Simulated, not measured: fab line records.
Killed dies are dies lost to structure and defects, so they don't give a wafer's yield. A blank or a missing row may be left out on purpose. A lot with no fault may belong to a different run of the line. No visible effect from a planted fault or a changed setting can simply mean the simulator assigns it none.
Chamber matching / flow n5 finfet / N5_BEOL_M0_SAQP_ILD_DEP_01 on pecvd-03 has 3 sister chambers
The step deposits SiOC from DEMS/O2, target thk 45.419 nm, time 8.7 s. 6 wafers are shown with their chamber, then 10 later ones without.

== WAFERS WITH THEIR CHAMBER ==
wafer=L083.2; chamber=2; throttle valve pct (%)=10.7; heater power w (W)=348
wafer=L083.4; chamber=2; throttle valve pct (%)=10.9; heater power w (W)=344
wafer=L087.4; chamber=0; throttle valve pct (%)=12.5; heater power w (W)=477
wafer=L087.6; chamber=1; throttle valve pct (%)=12.9; heater power w (W)=401
wafer=L088.1; chamber=1; throttle valve pct (%)=12.9; heater power w (W)=403
wafer=L088.3; chamber=0; throttle valve pct (%)=12.8; heater power w (W)=514

== WAFERS WITH NO CHAMBER GIVEN ==
wafer=L088.4; throttle valve pct (%)=10.8; heater power w (W)=425
wafer=L093.1; throttle valve pct (%)=11.1; heater power w (W)=357
wafer=L093.2; throttle valve pct (%)=12.7; heater power w (W)=508
wafer=L093.5; throttle valve pct (%)=12.6; heater power w (W)=393
wafer=L095.4; throttle valve pct (%)=12.7; heater power w (W)=409
wafer=L095.5; throttle valve pct (%)=11.0; heater power w (W)=412
wafer=L095.6; throttle valve pct (%)=12.6; heater power w (W)=486
wafer=L096.3; throttle valve pct (%)=10.8; heater power w (W)=389
wafer=L096.5; throttle valve pct (%)=12.5; heater power w (W)=397
wafer=L096.6; throttle valve pct (%)=11.0; heater power w (W)=385

== THE CHAMBER EACH PASSED THROUGH ==
wafer=L088.4; from the rows above=2; in truth=2
wafer=L093.1; from the rows above=2; in truth=2
wafer=L093.2; from the rows above=0; in truth=0
wafer=L093.5; from the rows above=1; in truth=1
wafer=L095.4; from the rows above=1; in truth=1
wafer=L095.5; from the rows above=2; in truth=2
wafer=L095.6; from the rows above=0; in truth=0
wafer=L096.3; from the rows above=2; in truth=2
wafer=L096.5; from the rows above=1; in truth=1
wafer=L096.6; from the rows above=2; in truth=2
Correctly placed: 10 of 10. Number that these rows cannot place: 0. Wrongly placed: 0.
How it was worked out, from the rows above alone: a wafer's distance from a chamber is the root of the sum, over the readings, of the square of ((its reading less the chamber's mean) divided by the reading's scatter). The wafer belongs to the nearest chamber; if the next one is less than 2 further off, it can't be placed. A chamber's mean is the mean of its shown wafers. The scatter: the root of (the sum of the squares of (reading less its chamber's mean) over the shown wafers, divided by (wafers less chambers)).
